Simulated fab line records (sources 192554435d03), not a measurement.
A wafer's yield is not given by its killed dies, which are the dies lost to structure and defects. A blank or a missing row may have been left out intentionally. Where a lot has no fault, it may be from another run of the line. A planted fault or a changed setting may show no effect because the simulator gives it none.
fab line records + flow n5-finfet
[record]
- lots = 5
- wafers = 15
- last-day = 19
route steps=1938 shown PASSIVATION@1923 END@1938
lots untouched by any fault: they come from a run of this same line in which no faults occurred
start-h: hours from the record's first day to the start of the lot's first wafer shown + wait-h: time in hours since the lot's previous step + " same as the row above + L1.1+2: one row covering several wafers at once + - value missing, or start not given + * or withheld: withheld + < > ~ a bound
route shown NAME@n: NAME is a module with steps in the file, n the number in the route of the first one + usual: average and standard deviation across the fault-free wafers + same: alike in all rows + chamber/n: place in a boat + sites: per-site readings + _std_site: the values' standard deviation + _edge_site: mean of outer sites minus mean of inner sites + radius-mm: how far each site lies from the wafer's centre + mask NAME#n: copy n + behind: tool/chamber where the wafer was last shaped + hold: why the lot was held/for how many hours/how that ended + device: the transistor (n, p or np) that didn't switch + end of line: tests of these same wafers at the route's end + a step with no rows: only its recipe + killed: dies that structure and defects cost at the first sort, which is not the same as the wafer's yield + map: a wafer's dies, marking killed ones x, the rest . and places with no die _
set.NAME: the setting as run; set.NAME@STEP: as run at that earlier step + model.NAME: the simulator's own value behind a step, which no gauge read
lots seen at some steps along the route; tables by step, rows by wafer
services: from which hour (start-h, from the record's first day; less than 0 if before it) a tool's chamber was out of use, for how many hours, and why
[[steps]]
[step N5_PASSIVATION_DEVELOP_43]
[recipe]
- develop-time-s = 60
- rinse-liquid = diw
- dry = air-spin
- dev-temp-c = 21
| lot.wafer  | tool           | chamber | start-h | wait-h |
|------------|----------------|---------|---------|--------|
| L077.1+4+5 | litho-track-01 | 0       | -       | -      |
| L078.1+3+4 | litho-track-05 | 0       | -       | -      |
| L091.1+2+6 | litho-track-01 | 0       | -       | -      |
| L094.3+5+6 | litho-track-03 | 0       | -       | -      |
| L097.1+3+5 | litho-track-01 | 0       | -       | -      |
[step N5_PASSIVATION_HARDBAKE_45]
[recipe]
- temp-c = 130
- time-s = 120
| lot.wafer  | tool           | chamber | start-h | wait-h |
|------------|----------------|---------|---------|--------|
| L077.1+4+5 | litho-track-01 | 0       | -       | -      |
| L078.1+3+4 | litho-track-05 | 0       | -       | -      |
| L091.1+2+6 | litho-track-01 | 0       | -       | -      |
| L094.3+5+6 | litho-track-03 | 0       | -       | -      |
| L097.1+3+5 | litho-track-01 | 0       | -       | -      |
[step N5_PASSIVATION_CD_MEAS_44]
[recipe]
- target-cd-nm = 40000
- landing-energy-ev = 500
- detector = se-inlens
[usual]
- cd-nm = 39999/2.7
[same]
- landing-energy-ev = 500
| lot.wafer | tool      | chamber | start-h | wait-h | cd-nm |
|-----------|-----------|---------|---------|--------|-------|
| L077.1    | cd-sem-02 | 0       | 321.09  | -      | 40001 |
| L077.4    | "         | 0       | "       | "      | 40004 |
| L077.5    | "         | 0       | "       | "      | 40002 |
| L078.1    | cd-sem-03 | 0       | 324.75  | -      | 40001 |
| L078.3    | "         | 0       | "       | "      | 39999 |
| L078.4    | "         | 0       | "       | "      | 39998 |
| L091.1    | cd-sem-02 | 0       | 406.31  | -      | 39994 |
| L091.2    | "         | 0       | "       | "      | 39998 |
| L091.6    | "         | 0       | "       | "      | 39998 |
| L094.3    | cd-sem-03 | 0       | 417.57  | -      | 39998 |
| L094.5    | "         | 0       | "       | "      | 39999 |
| L094.6    | "         | 0       | "       | "      | 40001 |
| L097.1    | cd-sem-02 | 0       | 445.15  | -      | 39999 |
| L097.3    | "         | 0       | "       | "      | 39997 |
| L097.5    | "         | 0       | "       | "      | 40004 |
[step N5_PASSIVATION_OVL_MEAS_66]
[recipe]
- points-per-wafer = 44
[usual]
- PASS_OPEN_OVL = 3/4.3
| lot.wafer | tool       | chamber | start-h | wait-h | PASS_OPEN_OVL[nm] |
|-----------|------------|---------|---------|--------|-------------------|
| L077.1    | overlay-02 | 0       | 321.12  | 0.0    | -5                |
| L077.4    | "          | 0       | "       | "      | 1                 |
| L077.5    | "          | 0       | "       | "      | 6                 |
| L078.1    | overlay-01 | 0       | 324.78  | 0.0    | -6                |
| L078.3    | "          | 0       | "       | "      | 1                 |
| L078.4    | "          | 0       | "       | "      | 8                 |
| L091.1    | overlay-01 | 0       | 406.34  | 0.0    | 1                 |
| L091.2    | "          | 0       | "       | "      | -1                |
| L091.6    | "          | 0       | "       | "      | 3                 |
| L094.3    | overlay-02 | 0       | 417.59  | 0.0    | -4                |
| L094.5    | "          | 0       | "       | "      | 1                 |
| L094.6    | "          | 0       | "       | "      | 0                 |
| L097.1    | overlay-01 | 0       | 445.18  | 0.0    | 7                 |
| L097.3    | "          | 0       | "       | "      | 4                 |
| L097.5    | "          | 0       | "       | "      | 3                 |
[step N5_PASSIVATION_INSPECT_67]
[recipe]
- mode = adi
- inspect-instrument = macro
[usual]
- raw-defect-count = 2.1/1.4
| lot.wafer | tool              | chamber | start-h | wait-h | raw-defect-count |
|-----------|-------------------|---------|---------|--------|------------------|
| L077.1    | defect-inspect-02 | -       | 321.14  | 0.0    | 2                |
| L077.4    | "                 | -       | "       | "      | 2                |
| L077.5    | "                 | -       | "       | "      | 0                |
| L078.1    | defect-inspect-02 | -       | 324.80  | 0.0    | 5                |
| L078.3    | "                 | -       | "       | "      | 2                |
| L078.4    | "                 | -       | "       | "      | 2                |
| L091.1    | defect-inspect-01 | -       | 406.36  | 0.0    | 1                |
| L091.2    | "                 | -       | "       | "      | 1                |
| L091.6    | "                 | -       | "       | "      | 1                |
| L094.3    | defect-inspect-01 | -       | 417.62  | 0.0    | 5                |
| L094.5    | "                 | -       | "       | "      | 2                |
| L094.6    | "                 | -       | "       | "      | 2                |
| L097.1    | defect-inspect-01 | -       | 445.20  | 0.0    | 1                |
| L097.3    | "                 | -       | "       | "      | 2                |
| L097.5    | "                 | -       | "       | "      | 2                |
[step N5_PASSIVATION_DESCUM_46]
[recipe]
- chemistry = O2
- time-s = 7.9
- source-power-w = 50
- bias-power-w = 20
- pressure-mtorr = 20
- rf-frequency-hz = 2.712e+07
- temp-c = 40
- o2-flow-sccm = 225
[usual]
- bias-power-w = 20.01/0.058
- chamber-pressure-mTorr = 20.000/0.018
- drypump-motor-current-A = 5.9/0.38
- o2-flow-sccm = 225.0/0.78
- oes-product-au = 0.80/0.08
- rf-vpp-V = 243.6/1.7
- showerhead-plenum-p-Torr = 2.12/0.1
- throttle-valve-pct = 20.34/0.17
| lot.wafer | tool        | chamber | start-h | wait-h | bias-power-w | chamber-pressure-mTorr | drypump-motor-current-A | o2-flow-sccm | oes-product-au | rf-hours-counter-h | rf-vpp-V | showerhead-plenum-p-Torr | throttle-valve-pct |
|-----------|-------------|---------|---------|--------|--------------|------------------------|-------------------------|--------------|----------------|--------------------|----------|--------------------------|--------------------|
| L077.1    | rie-diel-04 | 3       | 321.18  | 0.0    | 19.97        | 19.991                 | 6.0                     | 224.3        | 0.70           | 249                | 242.9    | 2.06                     | 20.42              |
| L077.4    | "           | 0       | "       | "      | 19.98        | 20.018                 | 6.3                     | 224.7        | 0.82           | 96                 | 245.4    | 2.21                     | 20.29              |
| L077.5    | "           | 1       | "       | "      | 20.01        | 19.986                 | 6.1                     | 225.8        | 0.98           | -                  | 244.8    | 2.22                     | 19.96              |
| L078.1    | rie-diel-02 | 0       | 324.84  | 0.0    | 20.16        | 19.996                 | 5.3                     | 225.1        | 0.79           | 89                 | 245.3    | 2.20                     | 20.24              |
| L078.3    | "           | 2       | "       | "      | 20.02        | 19.974                 | 6.4                     | 224.9        | 0.90           | 38                 | 243.4    | 2.04                     | 20.24              |
| L078.4    | "           | 1       | "       | "      | 19.96        | 19.972                 | 5.5                     | 225.9        | 0.76           | -                  | 245.2    | 2.18                     | 20.42              |
| L091.1    | rie-diel-04 | 3       | 406.40  | 0.0    | 20.05        | 20.032                 | 6.0                     | 224.5        | 0.90           | 23                 | 242.6    | 2.05                     | 20.11              |
| L091.2    | "           | 1       | "       | "      | 20.04        | 19.984                 | 6.1                     | 224.2        | 0.91           | 43                 | 244.5    | 2.21                     | 20.01              |
| L091.6    | "           | 1       | "       | "      | 20.09        | 19.996                 | 6.1                     | 223.8        | 0.91           | -                  | 243.8    | 2.21                     | 20.03              |
| L094.3    | rie-diel-02 | 2       | 417.99  | 0.4    | 19.97        | 19.991                 | 6.4                     | 224.3        | 0.84           | 75                 | 242.1    | 2.03                     | 20.30              |
| L094.5    | "           | 2       | "       | "      | 20.09        | 19.991                 | 6.4                     | 224.0        | 0.84           | -                  | 241.9    | 2.03                     | 20.29              |
| L094.6    | "           | 0       | "       | "      | 19.98        | 19.974                 | 5.3                     | 223.0        | 0.75           | -                  | 242.7    | 2.19                     | 20.30              |
| L097.1    | rie-diel-02 | 2       | 445.76  | 0.6    | 20.02        | 20.003                 | 6.4                     | 224.9        | 0.82           | 88                 | 241.4    | 2.02                     | 20.32              |
| L097.3    | "           | 0       | "       | "      | 19.96        | 19.968                 | 5.3                     | 224.8        | 0.74           | 140                | 244.3    | 2.18                     | 20.31              |
| L097.5    | "           | 0       | "       | "      | 20.06        | 19.990                 | 5.3                     | 225.0        | 0.74           | -                  | 246.0    | 2.18                     | 20.31              |
[step N5_PASSIVATION_PASS_ETCH_47]
[recipe]
- chemistry = CF4/O2
- target = SiNx
- target-depth-a = 7700
- time-s = 385
- ion-energy-ev = 100
- pressure-mtorr = 40
- source-w = 535
- bias-w = 49
- Ar_flow_sccm = 100
- cf4-flow-sccm = 100
- O2_flow_sccm = 10
[usual]
- chamber-pressure-mTorr = 40.00/0.039
- drypump-motor-current-A = 5.9/0.37
- oes_ar_750_au = 0.80/0.076
- oes-product-au = 0.80/0.077
- rf-vpp-V = 241.7/1.6
- showerhead-plenum-p-Torr = 2.23/0.099
- throttle-valve-pct = 15.80/0.22
| lot.wafer | tool        | chamber | start-h | wait-h | chamber-pressure-mTorr | drypump-motor-current-A | oes_ar_750_au | oes-product-au | rf-hours-counter-h | rf-vpp-V | showerhead-plenum-p-Torr | throttle-valve-pct |
|-----------|-------------|---------|---------|--------|------------------------|-------------------------|---------------|----------------|--------------------|----------|--------------------------|--------------------|
| L077.1    | rie-diel-04 | 3       | 321.21  | 0.0    | 39.98                  | 6.0                     | 0.70          | 0.69           | 249                | 242.4    | 2.16                     | 15.88              |
| L077.4    | "           | 0       | "       | "      | 39.97                  | 6.4                     | 0.82          | 0.82           | 96                 | 240.2    | 2.32                     | 15.69              |
| L077.5    | "           | 1       | "       | "      | 40.02                  | 6.1                     | 0.97          | 0.97           | -                  | 241.0    | 2.34                     | 15.39              |
| L078.1    | rie-diel-02 | 0       | 324.87  | 0.0    | 39.99                  | 5.3                     | 0.79          | 0.79           | 89                 | 239.2    | 2.31                     | 15.64              |
| L078.3    | "           | 2       | "       | "      | 39.97                  | 6.4                     | 0.89          | 0.89           | 38                 | 243.5    | 2.15                     | 15.66              |
| L078.4    | "           | 1       | "       | "      | 39.96                  | 5.5                     | 0.76          | 0.76           | -                  | 243.8    | 2.31                     | 15.92              |
| L091.1    | rie-diel-04 | 3       | 406.43  | 0.0    | 40.01                  | 6.0                     | 0.89          | 0.90           | 23                 | 242.9    | 2.15                     | 15.47              |
| L091.2    | "           | 1       | "       | "      | 39.97                  | 6.1                     | 0.89          | 0.89           | 43                 | 239.2    | 2.33                     | 15.46              |
| L091.6    | "           | 1       | "       | "      | 40.01                  | 6.1                     | 0.89          | 0.89           | -                  | 241.4    | 2.33                     | 15.47              |
| L094.3    | rie-diel-02 | 2       | 418.03  | 0.0    | 40.00                  | 6.4                     | 0.84          | 0.84           | 75                 | 244.0    | 2.14                     | 15.74              |
| L094.5    | "           | 2       | "       | "      | 39.99                  | 6.4                     | 0.84          | 0.84           | -                  | 242.8    | 2.14                     | 15.72              |
| L094.6    | "           | 0       | "       | "      | 40.05                  | 5.3                     | 0.75          | 0.75           | -                  | 240.8    | 2.30                     | 15.71              |
| L097.1    | rie-diel-02 | 2       | 445.79  | 0.0    | 39.99                  | 6.4                     | 0.81          | 0.83           | 88                 | 242.4    | 2.14                     | 15.75              |
| L097.3    | "           | 0       | "       | "      | 40.00                  | 5.3                     | 0.74          | 0.73           | 140                | 239.0    | 2.29                     | 15.74              |
| L097.5    | "           | 0       | "       | "      | 39.98                  | 5.3                     | 0.74          | 0.74           | -                  | 238.4    | 2.29                     | 15.73              |
[step N5_PASSIVATION_ETCH_54]
[recipe]
- chemistry = CHF3/O2
- target = SiO2
- target-depth-a = 8800
- CHF3_flow_sccm = 50
- O2_flow_sccm = 5
- Ar_flow_sccm = 200
- time-s = 440
- mask-material = PR
- pressure-mtorr = 30
- source-w = 650
- bias-w = 170
- ion-energy-ev = 200
[usual]
- chamber-pressure-mTorr = 29.999/0.028
- drypump-motor-current-A = 5.9/0.38
- oes_ar_750_au = 0.80/0.075
- oes-product-au = 0.80/0.077
- rf-vpp-V = 526/3.2
- showerhead-plenum-p-Torr = 2.44/0.11
- throttle-valve-pct = 18.72/0.2
| lot.wafer | tool        | chamber | start-h | wait-h | chamber-pressure-mTorr | drypump-motor-current-A | oes_ar_750_au | oes-product-au | rf-hours-counter-h | rf-vpp-V | showerhead-plenum-p-Torr | throttle-valve-pct |
|-----------|-------------|---------|---------|--------|------------------------|-------------------------|---------------|----------------|--------------------|----------|--------------------------|--------------------|
| L077.1    | rie-diel-04 | 3       | 321.44  | 0.1    | 30.014                 | 6.0                     | 0.70          | 0.70           | 249                | 528      | 2.36                     | 18.75              |
| L077.4    | "           | 0       | "       | "      | 29.986                 | 6.4                     | 0.82          | 0.82           | 96                 | 523      | 2.53                     | 18.61              |
| L077.5    | "           | 1       | "       | "      | 30.021                 | 6.1                     | 0.96          | 0.96           | -                  | 524      | 2.56                     | 18.37              |
| L078.1    | rie-diel-02 | 0       | 325.10  | 0.1    | 29.979                 | 5.3                     | 0.78          | 0.79           | 90                 | 522      | 2.53                     | 18.59              |
| L078.3    | "           | 2       | "       | "      | 29.975                 | 6.4                     | 0.89          | 0.89           | 38                 | 530      | 2.35                     | 18.60              |
| L078.4    | "           | 1       | "       | "      | 29.964                 | 5.5                     | 0.76          | 0.76           | -                  | 528      | 2.52                     | 18.86              |
| L091.1    | rie-diel-04 | 3       | 406.66  | 0.1    | 30.025                 | 6.0                     | 0.89          | 0.90           | 23                 | 527      | 2.35                     | 18.42              |
| L091.2    | "           | 1       | "       | "      | 30.022                 | 6.1                     | 0.89          | 0.89           | 43                 | 525      | 2.55                     | 18.41              |
| L091.6    | "           | 1       | "       | "      | 30.040                 | 6.1                     | 0.89          | 0.90           | -                  | 524      | 2.55                     | 18.41              |
| L094.3    | rie-diel-02 | 2       | 418.26  | 0.1    | 30.043                 | 6.4                     | 0.84          | 0.84           | 75                 | 528      | 2.33                     | 18.67              |
| L094.5    | "           | 2       | "       | "      | 29.961                 | 6.4                     | 0.84          | 0.84           | -                  | 528      | 2.33                     | 18.65              |
| L094.6    | "           | 0       | "       | "      | 29.999                 | 5.3                     | 0.75          | 0.74           | -                  | 524      | 2.51                     | 18.64              |
| L097.1    | rie-diel-02 | 2       | 446.02  | 0.1    | 29.961                 | 6.4                     | 0.82          | 0.83           | 88                 | 529      | 2.33                     | 18.67              |
| L097.3    | "           | 0       | "       | "      | 29.997                 | 5.3                     | 0.74          | 0.73           | 140                | 522      | 2.51                     | 18.66              |
| L097.5    | "           | 0       | "       | "      | 30.015                 | 5.3                     | 0.73          | 0.73           | -                  | 521      | 2.51                     | 18.66              |
[step N5_PASSIVATION_STRIP_48]
[recipe]
- chemistry = O2
- power-w = 600
- temp-c = 60
- pressure-mtorr = 30
- rf-frequency-hz = 6e+07
- bias-power-w = 0
- overash-fraction = 0.5
- o2-flow-sccm = 225
[usual]
- chamber-pressure-mTorr = 30.00/0.14
- drypump-motor-current-A = 5.9/0.37
- o2-flow-sccm = 224.9/0.75
- oes-product-au = 0.80/0.081
- rf-vpp-V = 3.9/2.4
- showerhead-plenum-p-Torr = 2.12/0.1
- throttle-valve-pct = 16.58/0.19
[same]
- bias-power-w = 0
| lot.wafer | tool        | chamber | start-h | wait-h | chamber-pressure-mTorr | drypump-motor-current-A | o2-flow-sccm | oes-product-au | rf-hours-counter-h | rf-vpp-V | showerhead-plenum-p-Torr | throttle-valve-pct |
|-----------|-------------|---------|---------|--------|------------------------|-------------------------|--------------|----------------|--------------------|----------|--------------------------|--------------------|
| L077.1    | rie-diel-04 | 3       | 321.73  | 0.1    | 30.18                  | 6.0                     | 226.4        | 0.71           | 249                | 6.0      | 2.06                     | 16.80              |
| L077.4    | "           | 0       | "       | "      | 29.97                  | 6.3                     | 225.8        | 0.80           | 96                 | 0        | 2.22                     | 16.56              |
| L077.5    | "           | 1       | "       | "      | 29.99                  | 6.0                     | 224.6        | 0.97           | -                  | 4.4      | 2.23                     | 16.14              |
| L078.1    | rie-diel-02 | 0       | 325.39  | 0.1    | 30.13                  | 5.3                     | 224.9        | 0.83           | 90                 | 2.4      | 2.21                     | 16.45              |
| L078.3    | "           | 2       | "       | "      | 29.97                  | 6.4                     | 224.6        | 0.90           | 38                 | 3.4      | 2.04                     | 16.40              |
| L078.4    | "           | 1       | "       | "      | 30.18                  | 5.5                     | 225.5        | 0.78           | -                  | 6.4      | 2.19                     | 16.68              |
| L091.1    | rie-diel-04 | 3       | 406.95  | 0.1    | 30.09                  | 6.0                     | 225.1        | 0.86           | 23                 | 1.8      | 2.05                     | 16.29              |
| L091.2    | "           | 1       | "       | "      | 29.88                  | 6.1                     | 224.6        | 0.91           | 43                 | 4.8      | 2.21                     | 16.27              |
| L091.6    | "           | 1       | "       | "      | 29.95                  | 6.1                     | 224.7        | 0.88           | -                  | 6.6      | 2.22                     | 16.27              |
| L094.3    | rie-diel-02 | 2       | 418.55  | 0.1    | 29.96                  | 6.4                     | 225.7        | 0.83           | 75                 | 5.4      | 2.03                     | 16.48              |
| L094.5    | "           | 2       | "       | "      | 29.80                  | 6.4                     | 225.8        | 0.83           | -                  | 4.4      | 2.03                     | 16.52              |
| L094.6    | "           | 0       | "       | "      | 30.12                  | 5.3                     | 224.6        | 0.75           | -                  | 2.7      | 2.19                     | 16.50              |
| L097.1    | rie-diel-02 | 2       | 446.31  | 0.1    | 30.12                  | 6.4                     | 226.6        | 0.83           | 89                 | 5.3      | 2.02                     | 16.57              |
| L097.3    | "           | 0       | "       | "      | 30.18                  | 5.3                     | 225.3        | 0.75           | 140                | 3.7      | 2.18                     | 16.57              |
| L097.5    | "           | 0       | "       | "      | 29.91                  | 5.3                     | 224.8        | 0.72           | -                  | 2.3      | 2.19                     | 16.50              |
[step N5_PASSIVATION_STRIP_52]
[recipe]
- chemistry = post-etch-residue-remover
- time-s = 1200
- temp-c = 72.5
| lot.wafer  | tool         | chamber | start-h | wait-h |
|------------|--------------|---------|---------|--------|
| L077.1+4+5 | wet-bench-06 | 6,2,3   | 321.80  | -      |
| L078.1+3+4 | wet-bench-01 | 5,3,4   | 325.46  | -      |
| L091.1+2+6 | wet-bench-06 | 2,7,3   | 407.01  | -      |
| L094.3+5+6 | wet-bench-05 | 5,1,3   | 418.61  | -      |
| L097.1+3+5 | wet-bench-06 | 4,5,2   | 446.38  | -      |
[step N5_PASSIVATION_CLEAN_71]
[recipe]
- chemistry = IPA
- time-s = 180
- temp-c = 25
| lot.wafer  | tool         | chamber | start-h | wait-h |
|------------|--------------|---------|---------|--------|
| L077.1+4+5 | wet-bench-06 | 6,2,3   | 322.13  | 0.0    |
| L078.1+3+4 | wet-bench-01 | 5,3,4   | 325.82  | 0.0    |
| L091.1+2+6 | wet-bench-06 | 2,7,3   | 407.35  | 0.0    |
| L094.3+5+6 | wet-bench-05 | 5,1,3   | 418.95  | 0.0    |
| L097.1+3+5 | wet-bench-06 | 4,5,2   | 446.71  | 0.0    |
[step N5_PASSIVATION_SRD_72]
[recipe]
- dry = ipa-marangoni
- time-s = 30
- temp-c = 23
- rinse-liquid = diw
| lot.wafer  | tool         | chamber | start-h | wait-h |
|------------|--------------|---------|---------|--------|
| L077.1+4+5 | wet-bench-06 | 6,2,3   | 322.18  | 0.0    |
| L078.1+3+4 | wet-bench-01 | 5,3,4   | 325.88  | 0.0    |
| L091.1+2+6 | wet-bench-06 | 2,7,3   | 407.40  | 0.0    |
| L094.3+5+6 | wet-bench-05 | 5,1,3   | 419.00  | 0.0    |
| L097.1+3+5 | wet-bench-06 | 4,5,2   | 446.76  | 0.0    |
[step N5_PASSIVATION_ANNEAL_56]
[recipe]
- temp-c = 400
- time-s = 1800
- ambient = FGA
- idle-temp-c = 300
- ramp-up-c-per-min = 5
- ramp-down-c-per-min = 3
[usual]
- spike-tc-centre-C = 400.2/0.99
- zone-power-lower-pct = 4.2/0.36
| lot.wafer | tool       | chamber | start-h | wait-h | spike-tc-centre-C | zone-power-lower-pct |
|-----------|------------|---------|---------|--------|-------------------|----------------------|
| L077.1    | furnace-03 | 0       | 322.23  | 0.0    | 401.6             | 3.8                  |
| L077.4    | "          | 0       | "       | "      | 398.9             | 3.8                  |
| L077.5    | "          | 0       | "       | "      | 401.2             | 3.7                  |
| L078.1    | furnace-02 | 0       | 325.93  | 0.0    | 399.4             | 4.7                  |
| L078.3    | "          | 0       | "       | "      | 399.6             | 4.6                  |
| L078.4    | "          | 0       | "       | "      | 400.6             | 4.7                  |
| L091.1    | furnace-01 | 0       | 407.45  | 0.0    | 400.8             | 4.4                  |
| L091.2    | "          | 0       | "       | "      | 401.2             | 4.5                  |
| L091.6    | "          | 0       | "       | "      | 399.1             | 4.4                  |
| L094.3    | furnace-01 | 0       | 419.04  | 0.0    | 401.7             | 4.4                  |
| L094.5    | "          | 0       | "       | "      | 400.7             | 4.4                  |
| L094.6    | "          | 0       | "       | "      | 400.1             | 4.4                  |
| L097.1    | furnace-02 | 0       | 447.81  | 1.0    | 399.0             | 4.7                  |
| L097.3    | "          | 0       | "       | "      | 400.2             | 4.7                  |
| L097.5    | "          | 0       | "       | "      | 400.1             | 4.7                  |
[step N5_PASSIVATION_INSPECT_57]
[recipe]
- inspect-instrument = macro
- mode = outgoing
[usual]
- raw-defect-count = 2.1/1.4
| lot.wafer | tool              | chamber | start-h | wait-h | raw-defect-count |
|-----------|-------------------|---------|---------|--------|------------------|
| L077.1    | defect-inspect-02 | -       | 324.58  | 0.0    | 1                |
| L077.4    | "                 | -       | "       | "      | 1                |
| L077.5    | "                 | -       | "       | "      | 2                |
| L078.1    | defect-inspect-01 | -       | 328.29  | 0.0    | 3                |
| L078.3    | "                 | -       | "       | "      | 3                |
| L078.4    | "                 | -       | "       | "      | 0                |
| L091.1    | defect-inspect-02 | -       | 409.82  | 0.0    | 4                |
| L091.2    | "                 | -       | "       | "      | 1                |
| L091.6    | "                 | -       | "       | "      | 1                |
| L094.3    | defect-inspect-02 | -       | 421.41  | 0.0    | 1                |
| L094.5    | "                 | -       | "       | "      | 1                |
| L094.6    | "                 | -       | "       | "      | 2                |
| L097.1    | defect-inspect-01 | -       | 450.15  | 0.0    | 1                |
| L097.3    | "                 | -       | "       | "      | 3                |
| L097.5    | "                 | -       | "       | "      | 4                |
[[services]]
| tool           | chamber | start-h | hours | kind                          |
|----------------|---------|---------|-------|-------------------------------|
| litho-track-01 | -       | 315.53  | -     | consumable-replace:filter     |
| rie-diel-02    | 3       | 321.37  | 8.5   | repair                        |
| rie-diel-04    | 3       | 323.22  | -     | clean                         |
| rie-diel-04    | 3       | 323.22  | -     | consumable-replace:focus-ring |
| rie-diel-04    | 3       | 323.22  | 13.6  | scheduled-down                |
| rie-diel-04    | 3       | 323.22  | 13.6  | vent-cycle                    |
| furnace-03     | -       | 356.00  | 1.3   | repair                        |
| rie-diel-02    | 1       | 356.92  | 13.5  | repair                        |
| litho-track-01 | -       | 363.05  | -     | consumable-replace:filter     |
| furnace-02     | -       | 396.12  | 2.9   | repair                        |
| rie-diel-04    | 0       | 404.31  | 19.7  | repair                        |
| furnace-01     | -       | 429.90  | 7.3   | repair                        |
[[key]]
fault none
